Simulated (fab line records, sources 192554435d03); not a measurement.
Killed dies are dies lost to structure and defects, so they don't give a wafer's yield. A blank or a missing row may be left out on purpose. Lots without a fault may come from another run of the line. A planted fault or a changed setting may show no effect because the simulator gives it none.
fab line records | flow n5_finfet
record lots=23 wafers=69 last_day=17
route steps=1938 shown BEOL_M2@904 BEOL_M3@948
lots that met no fault: from a run of the same line without faults
start_h: hours from the record's first day to the start of the lot's first wafer shown | wait_h: hours since the lot's step before | " the same as in the row above | L1.1+2: a row that stands for several wafers | - no value, or no start given | * or withheld: withheld | < > ~ a bound
route shown NAME@n: a module of which the file shows steps, and the number in the route of the first | usual: mean/standard deviation of fault-free wafers | same: alike in all rows | chamber/n: place in a boat | sites: the reading at each site | _std_site: their standard deviation | _edge_site: outer sites' mean less inner sites' | radius_mm: how far each site lies from the wafer's centre | mask NAME#n: copy n | behind: the tool/chamber that last shaped the wafer | hold: why the lot was held/for how many hours/how that ended | device: the transistor (n, p or np) that didn't switch | end of line: the same wafers' tests at the end of the route | a step without rows: its recipe alone | killed: dies lost to structure and defects at the first sort, not the wafer's yield | map: a wafer's dies, x killed, . not, _ none there
set.NAME: the setting as run; set.NAME@STEP: as run at that earlier step | model.NAME: the simulator's own value behind a step, which no gauge read
steps of the route over a sample of lots; a table a step, a row a wafer
services: from which hour (start_h, from the record's first day; less than 0 if before it) a tool's chamber was out of use, for how many hours, and why
## steps
# step N5_BEOL_M2_SPUTTER_48
# recipe material=Cu target_thk_a=45 temp_c=-20 chamber_pressure_pa=0.07 power_w=withheld time_s=8.29
# usual chuck_gas_flow_sccm=1.26/0.05 chuck_sensor_temp_C=-16.1/0.55 throttle_valve_pct=29.9/0.98
# same time_s=8.29
# columns lot.wafer tool chamber start_h wait_h chuck_gas_flow_sccm chuck_sensor_temp_C throttle_valve_pct
L074.1 pvd_sputter-02 - 145.91 0.1 1.24 -15.3 30.7
L074.2 " - " " 1.27 -16.9 29.1
L074.5 " - " " 1.31 -15.5 30.4
L075.1 pvd_sputter-02 - 151.39 0.6 1.24 -16.2 28.8
L075.2 " - " " 1.26 -17.1 29.1
L075.3 " - " " 1.28 -15.5 30.3
L076.1 pvd_sputter-02 - 153.31 0.1 1.31 -15.4 30.5
L076.2 " - " " 1.39 -16.1 28.0
L076.4 " - " " 1.32 -17.1 28.9
L077.2 pvd_sputter-01 - 156.15 0.2 1.18 -16.8 30.3
L077.3 " - " " 1.31 -16.5 30.3
L077.5 " - " " 1.17 -16.4 30.7
L078.2 pvd_sputter-01 - 158.29 0.2 1.30 -16.5 30.7
L078.3 " - " " 1.23 -16.7 30.4
L078.6 " - " " 1.29 -16.4 30.5
L079.1 pvd_sputter-01 - 162.01 0.2 1.22 -16.8 29.7
L079.4 " - " " 1.26 -16.8 30.1
L079.6 " - " " 1.28 -16.5 30.5
L080.4 pvd_sputter-02 - 171.96 0.1 1.29 -17.0 29.0
L080.5 " - " " 1.19 -16.2 28.8
L080.6 " - " " 1.35 -17.0 28.9
L081.3 pvd_sputter-03 - 189.07 0.1 1.23 -15.2 29.8
L081.4 " - " " 1.21 -16.0 29.9
L081.5 " - " " 1.21 -15.1 29.9
L082.1 pvd_sputter-01 - 189.43 0.1 1.39 -16.4 30.4
L082.2 " - " " 1.19 -16.6 30.9
L082.6 " - " " 1.21 -15.5 29.6
L083.2 pvd_sputter-01 - 192.18 0.1 1.30 -16.5 30.8
L083.4 " - " " 1.26 -16.5 30.0
L083.6 " - " " 1.24 -16.4 30.7
L084.1 pvd_sputter-03 - 192.77 0.2 1.25 -15.1 29.6
L084.2 " - " " 1.30 -16.3 31.9
L084.6 " - " " 1.22 -15.1 30.0
L085.1 pvd_sputter-03 - 209.48 0.2 1.28 -15.1 30.2
L085.5 " - " " 1.27 -14.9 30.0
L085.6 " - " " 1.25 -16.0 29.9
L086.1 pvd_sputter-01 - 214.18 0.2 1.28 -16.5 30.4
L086.2 " - " " 1.29 -16.8 30.3
L086.4 " - " " 1.29 -16.6 30.6
L087.1 pvd_sputter-02 - 218.54 0.1 1.27 -15.9 27.6
L087.5 " - " " 1.42 -16.0 27.8
L087.6 " - " " 1.24 -15.5 30.5
L089.1 pvd_sputter-02 - 221.74 0.3 1.26 -17.0 28.8
L089.3 " - " " 1.24 -16.2 28.8
L089.4 " - " " 1.28 -15.9 28.0
L088.1 pvd_sputter-02 - 232.61 0.1 1.27 -15.9 27.9
L088.4 " - " " 1.27 -17.1 28.8
L088.5 " - " " 1.30 -15.5 30.2
L090.3 pvd_sputter-03 - 232.84 0.1 1.22 -15.5 30.7
L090.5 " - " " 1.26 -15.7 30.9
L090.6 " - " " 1.33 -16.3 32.2
L091.1 pvd_sputter-01 - 239.21 0.1 1.21 -16.5 30.4
L091.4 " - " " 1.30 -16.3 30.6
L091.5 " - " " 1.25 -16.9 30.3
L092.2 pvd_sputter-02 - 247.70 0.2 1.30 -16.2 29.0
L092.4 " - " " 1.21 -15.5 30.6
L092.6 " - " " 1.27 -15.5 30.4
L093.1 pvd_sputter-02 - 261.97 0.2 1.30 -15.9 28.1
L093.4 " - " " 1.21 -16.3 28.9
L093.6 " - " " 1.25 -15.4 30.4
L097.1 pvd_sputter-03 - 281.15 1.7 1.23 -16.3 31.9
L097.2 " - " " 1.21 -16.0 30.0
L097.3 " - " " 1.34 -15.7 30.8
L095.3 pvd_sputter-01 - 283.61 0.1 1.27 -15.7 29.6
L095.5 " - " " 1.24 -15.6 29.6
L095.6 " - " " 1.16 -17.0 30.3
L096.1 pvd_sputter-01 - 285.45 1.1 1.26 -16.9 30.5
L096.4 " - " " 1.27 -16.5 31.0
L096.6 " - " " 1.20 -16.9 30.3
# step N5_BEOL_M2_SPUTTER_88
# recipe material=Cu target_thk_a=45 temp_c=-20 chamber_pressure_pa=0.07 power_w=withheld time_s=8.29
# usual chuck_gas_flow_sccm=1.26/0.055 chuck_sensor_temp_C=-16.1/0.55 throttle_valve_pct=29.9/0.97
# same time_s=8.29
# columns lot.wafer tool chamber start_h wait_h chuck_gas_flow_sccm chuck_sensor_temp_C throttle_valve_pct
L074.1 pvd_sputter-02 - 146.79 0.1 1.33 -15.3 30.4
L074.2 " - " " 1.27 -17.1 28.9
L074.5 " - " " 1.18 -15.5 30.5
L075.1 pvd_sputter-02 - 152.27 0.1 1.31 -16.3 28.9
L075.2 " - " " 1.32 -17.0 29.2
L075.3 " - " " 1.20 -15.3 30.6
L076.1 pvd_sputter-02 - 154.19 0.1 1.33 -15.5 30.5
L076.2 " - " " 1.33 -16.0 27.8
L076.4 " - " " 1.24 -17.1 28.9
L077.2 pvd_sputter-01 - 157.03 0.1 1.23 -16.7 30.2
L077.3 " - " " 1.25 -16.5 30.3
L077.5 " - " " 1.21 -16.5 30.6
L078.2 pvd_sputter-01 - 159.17 0.1 1.24 -16.4 30.7
L078.3 " - " " 1.32 -16.8 30.5
L078.6 " - " " 1.19 -16.4 30.7
L079.1 pvd_sputter-01 - 162.89 0.1 1.26 -16.7 30.3
L079.4 " - " " 1.23 -16.8 30.1
L079.6 " - " " 1.25 -16.4 30.2
L080.4 pvd_sputter-02 - 172.84 0.1 1.25 -17.0 29.1
L080.5 " - " " 1.33 -16.1 28.9
L080.6 " - " " 1.27 -17.0 29.1
L081.3 pvd_sputter-03 - 189.95 0.1 1.20 -15.0 29.8
L081.4 " - " " 1.30 -15.8 29.8
L081.5 " - " " 1.28 -15.1 29.9
L082.1 pvd_sputter-01 - 190.31 0.1 1.21 -16.5 30.6
L082.2 " - " " 1.25 -16.5 30.8
L082.6 " - " " 1.22 -15.7 29.5
L083.2 pvd_sputter-01 - 193.06 0.1 1.15 -16.4 30.3
L083.4 " - " " 1.30 -16.6 30.2
L083.6 " - " " 1.25 -16.5 30.4
L084.1 pvd_sputter-03 - 193.65 0.1 1.22 -15.2 29.9
L084.2 " - " " 1.28 -16.3 32.0
L084.6 " - " " 1.18 -15.0 30.0
L085.1 pvd_sputter-03 - 210.36 0.1 1.23 -15.0 30.0
L085.5 " - " " 1.27 -15.1 29.9
L085.6 " - " " 1.27 -15.9 29.8
L086.1 pvd_sputter-01 - 215.06 0.1 1.31 -16.4 30.2
L086.2 " - " " 1.25 -16.8 30.5
L086.4 " - " " 1.36 -16.5 30.8
L087.1 pvd_sputter-02 - 219.42 0.1 1.36 -16.0 28.2
L087.5 " - " " 1.22 -15.9 27.8
L087.6 " - " " 1.29 -15.4 30.5
L089.1 pvd_sputter-02 - 222.62 0.1 1.29 -17.0 29.2
L089.3 " - " " 1.21 -16.3 29.0
L089.4 " - " " 1.27 -15.9 27.8
L088.1 pvd_sputter-02 - 233.49 0.1 1.34 -15.9 28.0
L088.4 " - " " 1.24 -17.0 29.0
L088.5 " - " " 1.33 -15.4 30.5
L090.3 pvd_sputter-03 - 233.72 0.1 1.24 -15.7 30.6
L090.5 " - " " 1.24 -15.6 30.9
L090.6 " - " " 1.20 -16.3 32.0
L091.1 pvd_sputter-01 - 240.09 0.1 1.25 -16.7 30.2
L091.4 " - " " 1.22 -16.3 30.7
L091.5 " - " " 1.27 -16.9 30.0
L092.2 pvd_sputter-02 - 248.58 0.1 1.40 -16.1 29.0
L092.4 " - " " 1.24 -15.4 30.3
L092.6 " - " " 1.26 -15.5 30.3
L093.1 pvd_sputter-02 - 262.85 0.1 1.22 -15.8 27.9
L093.4 " - " " 1.25 -16.2 29.3
L093.6 " - " " 1.31 -15.4 30.5
L097.1 pvd_sputter-03 - 282.03 0.1 1.22 -16.3 31.9
L097.2 " - " " 1.26 -16.2 29.6
L097.3 " - " " 1.21 -15.5 31.0
L095.3 pvd_sputter-01 - 284.49 0.1 1.15 -15.7 29.5
L095.5 " - " " 1.23 -15.6 29.4
L095.6 " - " " 1.24 -16.8 30.2
L096.1 pvd_sputter-01 - 286.33 0.1 1.29 -16.7 30.3
L096.4 " - " " 1.24 -16.5 30.8
L096.6 " - " " 1.24 -16.7 30.1
# step N5_BEOL_M2_ANNEAL_93
# recipe temp_c=400 time_s=240 ambient=vacuum
# usual heater_power_w=821/60
# same time_s=240
# columns lot.wafer tool chamber start_h wait_h heater_power_w
L074.1 pvd_sputter-02 - 147.31 0.0 763
L074.2 " - " " 880
L074.5 " - " " 743
L075.1 pvd_sputter-02 - 152.79 0.0 757
L075.2 " - " " 894
L075.3 " - " " 752
L076.1 pvd_sputter-02 - 154.71 0.0 748
L076.2 " - " " 781
L076.4 " - " " 907
L077.2 pvd_sputter-01 - 157.55 0.0 811
L077.3 " - " " 877
L077.5 " - " " 834
L078.2 pvd_sputter-01 - 159.69 0.0 816
L078.3 " - " " 819
L078.6 " - " " 820
L079.1 pvd_sputter-01 - 163.41 0.0 826
L079.4 " - " " 822
L079.6 " - " " 872
L080.4 pvd_sputter-02 - 173.36 0.0 885
L080.5 " - " " 761
L080.6 " - " " 874
L081.3 pvd_sputter-03 - 190.47 0.0 907
L081.4 " - " " 948
L081.5 " - " " 947
L082.1 pvd_sputter-01 - 190.83 0.0 899
L082.2 " - " " 813
L082.6 " - " " 784
L083.2 pvd_sputter-01 - 193.58 0.0 814
L083.4 " - " " 883
L083.6 " - " " 813
L084.1 pvd_sputter-03 - 194.17 0.0 918
L084.2 " - " " 774
L084.6 " - " " 923
L085.1 pvd_sputter-03 - 210.88 0.0 938
L085.5 " - " " 913
L085.6 " - " " 912
L086.1 pvd_sputter-01 - 215.58 0.0 890
L086.2 " - " " 806
L086.4 " - " " 847
L087.1 pvd_sputter-02 - 219.94 0.0 785
L087.5 " - " " 769
L087.6 " - " " 753
L089.1 pvd_sputter-02 - 223.14 0.0 884
L089.3 " - " " 764
L089.4 " - " " 763
L088.1 pvd_sputter-02 - 234.01 0.0 746
L088.4 " - " " 874
L088.5 " - " " 763
L090.3 pvd_sputter-03 - 234.24 0.0 875
L090.5 " - " " 860
L090.6 " - " " 746
L091.1 pvd_sputter-01 - 240.61 0.0 801
L091.4 " - " " 810
L091.5 " - " " 783
L092.2 pvd_sputter-02 - 249.10 0.0 772
L092.4 " - " " 775
L092.6 " - " " 747
L093.1 pvd_sputter-02 - 263.37 0.0 772
L093.4 " - " " 775
L093.6 " - " " 783
L097.1 pvd_sputter-03 - 282.55 0.0 772
L097.2 " - " " 955
L097.3 " - " " 866
L095.3 pvd_sputter-01 - 285.01 0.0 782
L095.5 " - " " 770
L095.6 " - " " 800
L096.1 pvd_sputter-01 - 286.85 0.0 802
L096.4 " - " " 819
L096.6 " - " " 807
# step N5_BEOL_M3_ETCH_74
# recipe chemistry=N2/H2 target=underlayer target_depth_a=65 mask_material=CAR-EUV time_s=5.2 ion_energy_ev=200 pressure_mtorr=30 source_w=840 bias_w=150 n2_flow_sccm=200 h2_flow_sccm=200 ends=cleared
# usual chamber_pressure_mTorr=30.00/0.041 drypump_motor_current_A=5.53/0.27 etch_rf_on_time_s=5.20/0.11 h2_flow_sccm=200.0/0.6 oes_product_au=0.67/0.072 rf_vpp_V=524.3/2.3 showerhead_plenum_p_Torr=2.56/0.08 throttle_valve_pct=17.78/0.27
# columns lot.wafer tool chamber start_h wait_h chamber_pressure_mTorr drypump_motor_current_A etch_rf_on_time_s h2_flow_sccm oes_product_au rf_hours_counter_h rf_vpp_V showerhead_plenum_p_Torr throttle_valve_pct
L074.1 rie_diel-06 3 149.87 0.0 30.05 5.91 5.07 201.5 0.75 59 526.1 2.68 17.37
L074.2 " 2 " " 30.05 5.42 5.10 199.6 0.63 171 525.5 2.65 17.87
L074.5 " 0 " " 30.03 5.77 5.31 200.9 0.60 - 520.3 2.52 18.05
L075.1 rie_diel-02 3 155.89 0.0 29.94 5.32 5.28 199.1 0.65 147 521.3 2.44 17.85
L075.2 " 2 " " 30.02 5.85 5.28 199.5 0.71 68 525.1 2.58 17.31
L075.3 " 1 " " 30.00 5.67 5.06 200.2 0.73 53 519.7 2.48 17.80
L076.1 rie_diel-02 3 157.53 0.0 29.92 5.34 5.20 200.4 0.65 147 521.6 2.44 17.86
L076.2 " 0 " " 30.00 5.12 5.21 200.5 0.59 225 526.3 2.62 18.05
L076.4 " 2 " " 30.00 5.85 5.27 199.0 0.73 69 524.0 2.58 17.33
L077.2 rie_diel-01 0 161.08 0.0 30.00 5.41 5.22 200.2 0.66 146 522.6 2.44 17.88
L077.3 " 1 " " 30.00 5.50 5.26 199.8 0.60 247 525.3 2.61 17.78
L077.5 " 3 " " 29.98 5.15 5.49 200.1 0.72 - 524.1 2.57 17.84
L078.2 rie_diel-01 0 162.57 0.0 30.02 5.42 5.17 200.6 0.66 146 520.8 2.44 17.92
L078.3 " 1 " " 30.05 5.52 5.17 200.2 0.61 247 524.9 2.61 17.77
L078.6 " 2 " " 29.95 5.73 5.26 199.1 0.59 - 523.6 2.61 18.24
L079.1 rie_diel-02 1 165.79 0.0 30.02 5.68 5.05 200.4 0.73 56 522.3 2.48 17.81
L079.4 " 2 " " 30.05 5.85 5.31 199.6 0.71 72 523.4 2.58 17.32
L079.6 " 1 " " 29.91 5.67 5.04 200.0 0.72 - 524.1 2.48 17.77
L080.4 rie_diel-02 3 176.38 0.0 30.00 5.34 5.33 200.7 0.64 153 520.8 2.43 17.85
L080.5 " 3 " " 30.05 5.34 5.30 199.7 0.65 - 521.4 2.43 17.85
L080.6 " 0 " " 29.90 5.09 5.18 201.0 0.59 - 525.2 2.61 18.06
L081.3 rie_diel-01 1 192.87 0.0 30.00 5.46 5.12 199.4 0.86 3 528.2 2.61 17.35
L081.4 " 2 " " 30.02 5.74 5.26 198.6 0.57 236 524.1 2.60 18.23
L081.5 " 2 " " 29.97 5.77 5.37 200.2 0.57 - 525.9 2.60 18.25
L082.1 rie_diel-02 3 193.26 0.0 30.05 5.34 5.35 199.7 0.63 159 518.9 2.43 17.85
L082.2 " 2 " " 30.00 5.84 5.26 199.5 0.71 81 524.2 2.58 17.32
L082.6 " 2 " " 30.00 5.82 5.23 200.4 0.70 - 523.1 2.58 17.34
L083.2 rie_diel-06 3 196.12 0.0 29.96 5.89 5.05 199.5 0.73 72 528.9 2.68 17.39
L083.4 " 2 " " 29.97 5.41 5.09 199.8 0.63 184 525.0 2.65 17.86
L083.6 " 1 " " 29.97 5.28 5.19 200.8 0.59 - 525.2 2.51 18.01
L084.1 rie_diel-02 2 196.92 0.0 29.97 5.85 5.31 199.8 0.71 82 525.5 2.58 17.34
L084.2 " 0 " " 30.02 5.11 5.25 200.5 0.59 239 525.0 2.61 18.08
L084.6 " 0 " " 29.91 5.09 5.28 201.0 0.58 - 524.4 2.61 18.10
L085.1 rie_diel-01 3 214.22 0.0 30.01 5.15 5.56 201.1 0.69 65 527.9 2.57 17.88
L085.5 " 0 " " 30.03 5.46 5.35 199.9 0.64 - 521.8 2.43 17.90
L085.6 " 1 " " 30.01 5.45 5.21 200.3 0.82 - 526.8 2.60 17.35
L086.1 rie_diel-06 0 218.37 0.0 29.99 5.79 5.19 199.6 0.58 240 523.5 2.51 18.11
L086.2 " 2 " " 30.01 5.46 5.02 199.5 0.63 191 528.4 2.64 17.88
L086.4 " 3 " " 29.99 5.88 5.03 199.7 0.73 79 528.1 2.68 17.45
L087.1 rie_diel-06 3 223.92 0.0 30.00 5.90 5.06 199.5 0.72 81 527.5 2.68 17.40
L087.5 " 2 " " 29.99 5.42 5.09 198.9 0.62 - 527.2 2.64 17.86
L087.6 " 3 " " 30.03 5.94 5.10 199.4 0.73 - 527.1 2.68 17.40
L089.1 rie_diel-02 0 229.37 0.0 29.99 5.11 5.15 201.2 0.58 249 526.1 2.61 18.08
L089.3 " 2 " " 30.08 5.86 5.26 201.0 0.70 92 525.5 2.57 17.36
L089.4 " 1 " " 29.96 5.70 5.04 200.6 0.72 77 522.1 2.47 17.82
L088.1 rie_diel-01 0 236.22 0.0 30.03 5.41 5.26 200.2 0.64 169 522.1 2.43 17.91
L088.4 " 3 " " 30.00 5.15 5.43 199.7 0.70 - 524.7 2.56 17.91
L088.5 " 1 " " 30.06 5.50 5.16 200.6 0.81 - 525.4 2.60 17.37
L090.3 rie_diel-06 3 238.49 0.0 29.97 5.92 5.03 200.3 0.72 85 526.0 2.67 17.41
L090.5 " 1 " " 29.92 5.31 5.17 199.8 0.58 - 523.0 2.50 18.03
L090.6 " 2 " " 30.00 5.44 5.08 200.0 0.61 - 526.1 2.64 17.90
L091.1 rie_diel-01 1 246.95 0.0 30.01 5.48 5.12 200.2 0.80 20 523.8 2.60 17.38
L091.4 " 1 " " 29.99 5.48 5.20 200.4 0.80 - 525.9 2.60 17.38
L091.5 " 3 " " 30.01 5.15 5.44 200.2 0.69 - 525.4 2.56 17.90
L092.2 rie_diel-02 0 253.02 0.0 29.92 5.11 4.98 200.1 0.84 1 528.0 2.61 17.65
L092.4 " 3 " " 29.95 5.33 5.25 200.0 0.63 177 521.9 2.42 17.89
L092.6 " 2 " " 30.04 5.83 5.16 199.4 0.70 - 525.0 2.57 17.38
L093.1 rie_diel-06 3 266.45 0.0 29.99 5.91 5.20 199.4 0.71 92 526.7 2.67 17.42
L093.4 " 2 " " 29.89 5.41 5.17 200.5 0.61 - 525.0 2.64 17.92
L093.6 " 2 " " 30.09 5.41 5.13 199.8 0.61 - 525.6 2.64 17.89
L097.1 rie_diel-06 2 286.52 0.0 30.05 5.44 5.10 201.1 0.61 212 527.2 2.63 17.89
L097.2 " 0 " " 30.01 5.79 5.08 201.1 0.85 1 522.8 2.51 17.69
L097.3 " 3 " " 30.00 5.91 5.16 199.6 0.70 100 524.2 2.67 17.43
L095.3 rie_diel-06 3 287.46 0.0 29.96 5.93 5.17 199.5 0.71 101 527.0 2.67 17.42
L095.5 " 0 " " 29.98 5.78 5.17 199.5 0.84 - 523.7 2.51 17.70
L095.6 " 2 " " 30.04 5.40 5.13 200.6 0.61 - 526.6 2.63 17.90
L096.1 rie_diel-02 2 292.96 0.0 29.99 5.85 5.27 200.0 0.68 112 523.9 2.56 17.38
L096.4 " 3 " " 29.97 5.37 5.33 199.1 0.62 191 520.2 2.42 17.90
L096.6 " 1 " " 29.95 5.66 5.01 199.4 0.69 - 521.0 2.46 17.85
# step N5_BEOL_M3_TRENCH_ETCH_37
# recipe chemistry=C4F6/O2 target_depth_a=555.55 target=SiOC time_s=29.2 ion_energy_ev=250 pressure_mtorr=30 source_w=355 bias_w=185 Ar_flow_sccm=300 C4F6_flow_sccm=10 O2_flow_sccm=10
# usual chamber_pressure_mTorr=30.00/0.031 drypump_motor_current_A=5.52/0.25 oes_product_au=0.79/0.083 rf_vpp_V=666/15 showerhead_plenum_p_Torr=2.85/0.095 throttle_valve_pct=20.79/0.29
# same time_s=29.2
# columns lot.wafer tool chamber start_h wait_h chamber_pressure_mTorr drypump_motor_current_A oes_product_au rf_hours_counter_h rf_vpp_V showerhead_plenum_p_Torr throttle_valve_pct
L074.1 rie_diel-02 1 - - 29.99 5.65 0.86 53 674 2.76 20.75
L074.2 " 3 " " 30.01 5.32 0.77 146 657 2.72 20.82
L074.5 " 2 " " 29.94 5.82 0.85 - 690 2.87 20.29
L075.1 rie_diel-02 0 - - 30.02 5.12 0.70 225 680 2.92 20.88
L075.2 " 1 " " 30.01 5.66 0.86 54 672 2.76 20.75
L075.3 " 2 " " 29.99 5.85 0.86 69 690 2.87 20.29
L076.1 rie_diel-01 3 - - 30.04 5.15 0.84 48 662 2.91 21.14
L076.2 " 0 " " 30.02 5.44 0.76 146 641 2.73 20.86
L076.4 " 2 " " 29.96 5.76 0.67 227 680 2.95 21.43
L077.2 rie_diel-01 0 - - 30.07 5.40 0.77 147 639 2.73 20.87
L077.3 " 1 " " 30.05 5.48 0.70 247 667 2.92 20.72
L077.5 " 2 " " 30.00 5.80 0.69 - 680 2.95 21.43
L078.2 rie_diel-06 3 - - 29.99 5.93 0.87 63 672 3.03 20.61
L078.3 " 1 " " 30.04 5.31 0.69 209 674 2.80 20.90
L078.6 " 3 " " 30.01 5.92 0.87 - 673 3.03 20.61
L079.1 rie_diel-01 1 - - 30.00 5.44 0.69 250 666 2.92 20.74
L079.4 " 3 " " 30.01 5.17 0.85 51 663 2.90 21.15
L079.6 " 1 " " 30.03 5.46 0.69 - 666 2.92 20.75
L080.4 rie_diel-02 3 - - 30.01 5.33 0.76 155 658 2.72 20.83
L080.5 " 1 " " 30.07 5.65 0.84 - 673 2.75 20.76
L080.6 " 0 " " 29.99 5.11 0.68 - 680 2.91 20.90
L081.3 rie_diel-02 1 - - 29.99 5.64 0.84 67 673 2.75 20.77
L081.4 " 2 " " 30.06 5.82 0.83 81 687 2.86 20.31
L081.5 " 1 " " 29.91 5.67 0.84 - 674 2.75 20.78
L082.1 rie_diel-06 1 - - 30.01 5.29 0.68 220 674 2.80 20.91
L082.2 " 0 " " 30.03 5.74 0.69 232 653 2.83 21.18
L082.6 " 2 " " 30.08 5.43 0.73 - 639 2.93 20.58
L083.2 rie_diel-06 0 - - 30.09 5.75 0.70 234 653 2.83 21.16
L083.4 " 3 " " 30.00 5.88 0.86 73 673 3.03 20.63
L083.6 " 2 " " 30.01 5.41 0.73 - 639 2.93 20.57
L084.1 rie_diel-01 0 - - 29.97 5.44 0.76 162 639 2.72 20.89
L084.2 " 3 " " 29.97 5.17 0.83 63 661 2.90 21.18
L084.6 " 0 " " 29.96 5.43 0.75 - 638 2.72 20.90
L085.1 rie_diel-02 2 - - 29.95 5.85 0.83 89 688 2.86 20.31
L085.5 " 2 " " 29.98 5.82 0.83 - 690 2.86 20.33
L085.6 " 3 " " 29.97 5.34 0.74 - 657 2.72 20.83
L086.1 rie_diel-02 1 - - 29.99 5.62 0.83 76 672 2.75 20.79
L086.2 " 0 " " 29.97 5.12 0.68 247 679 2.91 20.93
L086.4 " 2 " " 30.04 5.84 0.82 91 687 2.86 20.32
L087.1 rie_diel-02 0 - - 30.01 5.14 0.68 248 681 2.90 20.93
L087.5 " 1 " " 30.03 5.64 0.83 - 673 2.75 20.78
L087.6 " 0 " " 30.02 5.12 0.69 - 680 2.90 20.92
L089.1 rie_diel-06 3 - - 30.01 5.87 0.84 83 673 3.02 20.64
L089.3 " 1 " " 30.00 5.30 0.68 231 674 2.79 20.93
L089.4 " 2 " " 29.97 5.42 0.72 195 641 2.92 20.59
L088.1 rie_diel-01 0 - - 29.98 5.42 0.74 173 640 2.72 20.90
L088.4 " 0 " " 29.97 5.44 0.75 - 639 2.72 20.90
L088.5 " 3 " " 29.98 5.15 0.82 - 661 2.89 21.18
L090.3 rie_diel-02 2 - - 30.01 5.85 0.81 - 687 2.85 20.33
L090.5 " 2 " " 30.03 5.86 0.81 - 689 2.85 20.34
L090.6 " 3 " " 29.95 5.33 0.75 - 657 2.71 20.86
L091.1 rie_diel-06 3 - - 30.04 5.87 0.83 92 671 3.02 20.66
L091.4 " 3 " " 30.01 5.87 0.83 - 672 3.02 20.66
L091.5 " 3 " " 30.00 5.88 0.82 - 673 3.02 20.65
L092.2 rie_diel-01 0 - - 30.00 5.43 0.74 180 638 2.71 20.91
L092.4 " 1 " " 30.02 5.48 0.93 28 665 2.90 20.41
L092.6 " 2 " " 30.01 5.77 0.98 - 679 2.93 21.10
L093.1 rie_diel-01 1 - - 30.02 5.49 0.92 29 664 2.90 20.38
L093.4 " 2 " " 30.03 5.74 0.97 4 679 2.93 21.10
L093.6 " 3 " " 30.00 5.16 0.81 - 661 2.89 21.20
L097.1 rie_diel-01 0 - - 30.08 5.41 0.73 185 639 2.71 20.93
L097.2 " 3 " " 30.04 5.17 0.80 87 660 2.89 21.21
L097.3 " 1 " " 29.99 5.47 0.92 33 665 2.90 20.40
L095.3 rie_diel-06 2 - - 30.00 5.41 0.71 214 639 2.92 20.63
L095.5 " 2 " " 30.00 5.41 0.71 - 640 2.92 20.61
L095.6 " 3 " " 30.02 5.91 0.82 - 671 3.01 20.67
L096.1 rie_diel-02 3 - - 30.01 5.34 0.72 192 656 2.70 20.86
L096.4 " 2 " " 30.03 5.83 0.80 113 688 2.85 20.36
L096.6 " 3 " " 30.00 5.34 0.72 - 658 2.70 20.89
# step N5_BEOL_M3_PRE_CLEAN_45
# recipe gas=H2/He time_s=30 temp_c=250
# usual heater_power_w=335/27
# same time_s=30
# columns lot.wafer tool chamber start_h wait_h heater_power_w
L074.1 pvd_sputter-03 - 154.51 0.0 371
L074.2 " - " " 390
L074.5 " - " " 348
L075.1 pvd_sputter-01 - 158.07 0.0 330
L075.2 " - " " 347
L075.3 " - " " 315
L076.1 pvd_sputter-01 - 161.25 0.0 324
L076.2 " - " " 323
L076.4 " - " " 349
L077.2 pvd_sputter-03 - 164.54 0.0 373
L077.3 " - " " 341
L077.5 " - " " 345
L078.2 pvd_sputter-01 - 164.75 0.0 325
L078.3 " - " " 319
L078.6 " - " " 352
L079.1 pvd_sputter-02 - 168.39 0.0 353
L079.4 " - " " 304
L079.6 " - " " 305
L080.4 pvd_sputter-02 - 183.14 0.0 310
L080.5 " - " " 311
L080.6 " - " " 346
L081.3 pvd_sputter-03 - 195.13 0.0 366
L081.4 " - " " 351
L081.5 " - " " 354
L082.1 pvd_sputter-02 - 195.81 0.0 302
L082.2 " - " " 312
L082.6 " - " " 305
L083.2 pvd_sputter-01 - 198.46 0.0 345
L083.4 " - " " 322
L083.6 " - " " 322
L084.1 pvd_sputter-03 - 206.78 0.0 380
L084.2 " - " " 295
L084.6 " - " " 363
L085.1 pvd_sputter-01 - 217.34 0.0 328
L085.5 " - " " 309
L085.6 " - " " 325
L086.1 pvd_sputter-02 - 223.76 0.0 309
L086.2 " - " " 303
L086.4 " - " " 306
L087.1 pvd_sputter-03 - 228.90 0.0 351
L087.5 " - " " 353
L087.6 " - " " 365
L089.1 pvd_sputter-03 - 232.10 0.0 384
L089.3 " - " " 310
L089.4 " - " " 363
L088.1 pvd_sputter-01 - 247.10 0.0 323
L088.4 " - " " 330
L088.5 " - " " 313
L090.3 pvd_sputter-02 - 247.51 0.0 301
L090.5 " - " " 300
L090.6 " - " " 305
L091.1 pvd_sputter-01 - 266.59 0.0 361
L091.4 " - " " 311
L091.5 " - " " 348
L092.2 pvd_sputter-02 - 266.95 0.0 306
L092.4 " - " " 353
L092.6 " - " " 349
L093.1 pvd_sputter-02 - 275.91 0.0 311
L093.4 " - " " 297
L093.6 " - " " 312
L097.1 pvd_sputter-03 - 293.04 0.0 304
L097.2 " - " " 366
L097.3 " - " " 380
L095.3 pvd_sputter-01 - 296.02 0.0 317
L095.5 " - " " 319
L095.6 " - " " 352
L096.1 pvd_sputter-03 - 296.55 0.0 375
L096.4 " - " " 306
L096.6 " - " " 347
## services
# columns tool chamber start_h hours kind
rie_diel-06 2 125.43 12.1 repair
pvd_sputter-02 - 126.57 5.3 repair
rie_diel-02 3 142.67 1.8 repair
rie_diel-01 2 164.28 2.8 repair
rie_diel-01 1 168.11 - clean
rie_diel-01 1 168.11 - consumable_replace:focus_ring
rie_diel-01 1 168.11 13.9 scheduled_down
rie_diel-01 1 168.11 13.9 vent_cycle
rie_diel-02 0 233.89 - clean
rie_diel-02 0 233.89 - consumable_replace:focus_ring
rie_diel-02 0 233.89 14.9 scheduled_down
rie_diel-02 0 233.89 14.9 vent_cycle
pvd_sputter-03 - 235.09 39.9 repair
rie_diel-01 2 235.33 5.0 repair
rie_diel-01 2 242.52 - clean
rie_diel-01 2 242.52 - consumable_replace:focus_ring
rie_diel-01 2 242.52 17.4 scheduled_down
rie_diel-01 2 242.52 17.4 vent_cycle
rie_diel-02 1 243.32 8.0 repair
rie_diel-06 0 260.74 - clean
rie_diel-06 0 260.74 - consumable_replace:focus_ring
rie_diel-06 0 260.74 22.9 scheduled_down
rie_diel-06 0 260.74 22.9 vent_cycle
## key
fault none
